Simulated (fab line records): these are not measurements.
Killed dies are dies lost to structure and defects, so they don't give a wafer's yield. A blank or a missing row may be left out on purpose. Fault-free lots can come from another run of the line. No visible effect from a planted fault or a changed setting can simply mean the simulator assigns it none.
Matching of chambers || flow n5_finfet || rie_diel-03 running N5_BEOL_M9_ETCH_61: 3 sister chambers
The step etches SiARC in CF4, target depth 39 nm, time 65 s. 3 wafers are shown with their chamber, then 4 later ones without.

## WAFERS WITH THEIR CHAMBER
{"wafer": "L084.6", "chamber": 1, "throttle_valve_pct (%)": 15.43}
{"wafer": "L091.1", "chamber": 0, "throttle_valve_pct (%)": 16.14}
{"wafer": "L091.3", "chamber": 3, "throttle_valve_pct (%)": 15.74}

## WAFERS WHOSE CHAMBER IS MISSING
{"wafer": "L091.6", "throttle_valve_pct (%)": 15.44}
{"wafer": "L092.4", "throttle_valve_pct (%)": 15.46}
{"wafer": "L095.2", "throttle_valve_pct (%)": 15.79}
{"wafer": "L095.5", "throttle_valve_pct (%)": 15.78}

## WHICH CHAMBER EACH WENT THROUGH
{"wafer": "L091.6", "from the rows above": 1, "in truth": 1}
{"wafer": "L092.4", "from the rows above": 1, "in truth": 1}
{"wafer": "L095.2", "from the rows above": 3, "in truth": 3}
{"wafer": "L095.5", "from the rows above": 3, "in truth": 3}
4 of 4 placed correctly. From these rows, 0 cannot be placed. 0 placed wrongly.
How it was worked out, from the rows above alone: a wafer's distance from a chamber is the root of the sum, over the readings, of the square of ((its reading less the chamber's mean) divided by the reading's scatter). The wafer belongs to the nearest chamber; if the next one is less than 2 further off, it can't be placed. A chamber's mean is the mean of its shown wafers. The scatter (one wafer shown for each chamber): square how far every hidden wafer sits from the nearest shown wafer, average those squares and take the square root.
